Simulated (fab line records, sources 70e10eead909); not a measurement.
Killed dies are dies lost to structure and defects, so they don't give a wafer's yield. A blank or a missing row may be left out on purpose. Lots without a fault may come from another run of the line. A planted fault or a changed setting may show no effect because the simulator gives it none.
Chamber matching | flow nand_harc | NHARC_A_STAIRCASE_DESCUM_312 on rie_diel-12: 4 sister chambers
The step chemistry O2, time 3 s. 36 wafers are shown with their chamber, then 12 later ones without.

WAFERS WITH THEIR CHAMBER
wafer  | chamber | showerhead_plenum_p_Torr (Torr) | oes_product_au (a.u.) | throttle_valve_pct (%)
L074.2 | 3       | 2.00                            | 0.997                 | 11.322
L074.3 | 1       | 2.05                            | 0.997                 | 11.319
L074.5 | 3       | 2.00                            | 0.995                 | 11.313
L074.1 | 2       | 1.94                            | 0.993                 | 11.320
L074.4 | 0       | 2.07                            | 0.990                 | 11.298
L074.6 | 0       | 2.07                            | 0.999                 | 11.306
L077.2 | 3       | 2.00                            | 1.000                 | 11.302
L077.3 | 1       | 2.05                            | 0.995                 | 11.325
L077.4 | 0       | 2.07                            | 0.989                 | 11.315
L078.1 | 3       | 2.00                            | 0.988                 | 11.307
L078.2 | 2       | 1.93                            | 0.996                 | 11.333
L078.3 | 1       | 2.05                            | 1.000                 | 11.317
L080.1 | 2       | 1.93                            | 0.992                 | 11.315
L080.2 | 3       | 2.00                            | 0.975                 | 11.323
L080.6 | 2       | 1.93                            | 0.984                 | 11.300
L082.2 | 2       | 1.93                            | 0.987                 | 11.322
L082.3 | 1       | 2.05                            | 0.995                 | 11.307
L082.5 | 1       | 2.05                            | 0.992                 | 11.305
L088.1 | 0       | 2.06                            | 0.987                 | 11.310
L088.2 | 1       | 2.04                            | 1.004                 | 11.298
L088.3 | 2       | 1.93                            | 1.000                 | 11.318
L088.4 | 3       | 1.99                            | 0.997                 | 11.326
L088.5 | 2       | 1.93                            | 0.990                 | 11.304
L088.6 | 3       | 1.99                            | 0.994                 | 11.326
L087.2 | 1       | 2.04                            | 1.000                 | 11.330
L087.3 | 0       | 2.06                            | 0.994                 | 11.311
L087.5 | 3       | 1.99                            | 0.997                 | 11.310
L087.1 | 3       | 1.99                            | 0.999                 | 11.300
L087.4 | 0       | 2.06                            | 0.994                 | 11.302
L087.6 | 1       | 2.04                            | 0.997                 | 11.316
L086.3 | 0       | 2.06                            | 0.988                 | 11.308
L086.5 | 1       | 2.04                            | 1.009                 | 11.314
L086.6 | 0       | 2.06                            | 0.992                 | 11.318
L090.1 | 1       | 2.04                            | 1.000                 | 11.308
L090.5 | 2       | 1.93                            | 1.000                 | 11.328
L090.6 | 1       | 2.04                            | 1.004                 | 11.310

SIGNATURES (means of the wafers above)
reading                  | chamber 0 | chamber 1 | chamber 2 | chamber 3 | scatter within a chamber
showerhead_plenum_p_Torr | 2.0637    | 2.0445    | 1.9312    | 1.9956    | 0.00491
oes_product_au           | 0.99162   | 0.99936   | 0.99275   | 0.99356   | 0.00578
throttle_valve_pct       | 11.30850  | 11.31355  | 11.31750  | 11.31433  | 0.00946
Rule: a wafer's distance from a chamber is the root of the sum, over the readings, of the square of ((its reading less the chamber's mean) divided by the reading's scatter). The wafer belongs to the nearest chamber; if the next one is less than 2 further off, it can't be placed. The scatter: the root of (the sum of the squares of (reading less its chamber's mean) over the shown wafers, divided by (wafers less chambers)).

WAFERS WITHOUT THEIR CHAMBER
wafer  | showerhead_plenum_p_Torr (Torr) | oes_product_au (a.u.) | throttle_valve_pct (%)
L091.2 | 2.06                            | 1.001                 | 11.296
L091.5 | 1.99                            | 0.996                 | 11.313
L091.6 | 1.93                            | 1.000                 | 11.311
L092.1 | 2.04                            | 1.001                 | 11.312
L092.2 | 1.93                            | 0.995                 | 11.315
L092.4 | 1.99                            | 0.998                 | 11.320
L092.3 | 2.06                            | 0.987                 | 11.319
L092.5 | 1.99                            | 1.001                 | 11.296
L092.6 | 2.06                            | 0.996                 | 11.303
L096.2 | 2.04                            | 1.008                 | 11.298
L096.3 | 1.98                            | 0.987                 | 11.312
L096.6 | 2.05                            | 1.011                 | 11.322

WHICH CHAMBER EACH WENT THROUGH
wafer  | from the rows above     | in truth
L091.2 | can't be placed: 0 or 1 | 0
L091.5 | 3                       | 3
L091.6 | 2                       | 2
L092.1 | 1                       | 1
L092.2 | 2                       | 2
L092.4 | 3                       | 3
L092.3 | 0                       | 0
L092.5 | 3                       | 3
L092.6 | 0                       | 0
L096.2 | 1                       | 1
L096.3 | 3                       | 3
L096.6 | 1                       | 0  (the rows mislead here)
Placed correctly: 10 of 12. Can't be placed from these rows: 1 (the true chamber is among the candidates in 1). Placed wrongly: 1.
